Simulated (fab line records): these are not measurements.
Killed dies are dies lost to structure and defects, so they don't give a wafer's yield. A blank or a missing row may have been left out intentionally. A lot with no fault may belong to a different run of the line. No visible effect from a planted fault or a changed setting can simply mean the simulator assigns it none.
Chamber matching || flow n5Finfet || N5_BEOL_M2_ETCH_64 on rieDiel-04: 3 sister chambers
The step etches SOC in N2/H2, target depth 75 nm, overetch 22.5 nm, time 121.9 s. 14 wafers are shown with their chamber, then 6 later ones without.

## WAFERS WITH THEIR CHAMBER
{"wafer": "L077.4", "chamber": 2, "throttleValvePct (%)": 17.95, "showerheadPlenumPTorr (Torr)": 2.51, "rfVppV (V)": 523.8}
{"wafer": "L077.5", "chamber": 1, "throttleValvePct (%)": 18.12, "showerheadPlenumPTorr (Torr)": 2.52, "rfVppV (V)": 521.7}
{"wafer": "L077.6", "chamber": 0, "throttleValvePct (%)": 17.36, "showerheadPlenumPTorr (Torr)": 2.54, "rfVppV (V)": 525.2}
{"wafer": "L081.2", "chamber": 0, "throttleValvePct (%)": 17.40, "showerheadPlenumPTorr (Torr)": 2.54, "rfVppV (V)": 524.1}
{"wafer": "L081.5", "chamber": 0, "throttleValvePct (%)": 17.42, "showerheadPlenumPTorr (Torr)": 2.54, "rfVppV (V)": 525.6}
{"wafer": "L081.6", "chamber": 1, "throttleValvePct (%)": 18.16, "showerheadPlenumPTorr (Torr)": 2.51, "rfVppV (V)": 521.5}
{"wafer": "L084.2", "chamber": 0, "throttleValvePct (%)": 17.43, "showerheadPlenumPTorr (Torr)": 2.54, "rfVppV (V)": 525.1}
{"wafer": "L084.3", "chamber": 1, "throttleValvePct (%)": 18.16, "showerheadPlenumPTorr (Torr)": 2.51, "rfVppV (V)": 521.7}
{"wafer": "L084.6", "chamber": 0, "throttleValvePct (%)": 17.42, "showerheadPlenumPTorr (Torr)": 2.54, "rfVppV (V)": 524.4}
{"wafer": "L091.1", "chamber": 2, "throttleValvePct (%)": 17.99, "showerheadPlenumPTorr (Torr)": 2.50, "rfVppV (V)": 520.4}
{"wafer": "L091.2", "chamber": 0, "throttleValvePct (%)": 17.44, "showerheadPlenumPTorr (Torr)": 2.53, "rfVppV (V)": 524.7}
{"wafer": "L091.6", "chamber": 0, "throttleValvePct (%)": 17.43, "showerheadPlenumPTorr (Torr)": 2.53, "rfVppV (V)": 525.0}
{"wafer": "L090.2", "chamber": 1, "throttleValvePct (%)": 18.20, "showerheadPlenumPTorr (Torr)": 2.50, "rfVppV (V)": 522.4}
{"wafer": "L090.4", "chamber": 0, "throttleValvePct (%)": 17.44, "showerheadPlenumPTorr (Torr)": 2.53, "rfVppV (V)": 524.4}

SIGNATURES (means of the wafers above)
{"reading": "throttleValvePct", "chamber 0": 17.4175, "chamber 1": 18.1600, "chamber 2": 17.9700, "scatter within a chamber": 0.0285}
{"reading": "showerheadPlenumPTorr", "chamber 0": 2.5362, "chamber 1": 2.5100, "chamber 2": 2.5050, "scatter within a chamber": 0.00631}
{"reading": "rfVppV", "chamber 0": 524.812, "chamber 1": 521.825, "chamber 2": 522.100, "scatter within a chamber": 0.853}
Rule: for a wafer and a chamber, the distance is found by dividing, reading by reading, the gap between the wafer's reading and the chamber's mean by the reading's scatter, squaring, summing and taking the root. If the next closest chamber is less than 2 further off than the closest, the wafer can't be placed; otherwise it belongs to the closest. How the scatter is found: for the shown wafers, subtract from each reading the mean of its chamber, square and add these, divide the total by (wafers less chambers), then take the root.

## WAFERS WITHOUT THEIR CHAMBER
{"wafer": "L090.5", "throttleValvePct (%)": 17.99, "showerheadPlenumPTorr (Torr)": 2.49, "rfVppV (V)": 521.6}
{"wafer": "L093.1", "throttleValvePct (%)": 18.00, "showerheadPlenumPTorr (Torr)": 2.49, "rfVppV (V)": 521.7}
{"wafer": "L093.3", "throttleValvePct (%)": 17.46, "showerheadPlenumPTorr (Torr)": 2.53, "rfVppV (V)": 524.9}
{"wafer": "L093.4", "throttleValvePct (%)": 18.18, "showerheadPlenumPTorr (Torr)": 2.50, "rfVppV (V)": 521.0}
{"wafer": "L097.1", "throttleValvePct (%)": 18.22, "showerheadPlenumPTorr (Torr)": 2.50, "rfVppV (V)": 522.9}
{"wafer": "L097.5", "throttleValvePct (%)": 18.19, "showerheadPlenumPTorr (Torr)": 2.50, "rfVppV (V)": 521.9}

## WHICH CHAMBER EACH ONE RAN IN
{"wafer": "L090.5", "from the rows above": 2, "in truth": 2}
{"wafer": "L093.1", "from the rows above": 2, "in truth": 2}
{"wafer": "L093.3", "from the rows above": 0, "in truth": 0}
{"wafer": "L093.4", "from the rows above": 1, "in truth": 1}
{"wafer": "L097.1", "from the rows above": 1, "in truth": 1}
{"wafer": "L097.5", "from the rows above": 1, "in truth": 1}
Correct placement for 6 of the 6. Number that these rows cannot place: 0. Wrongly placed: 0.
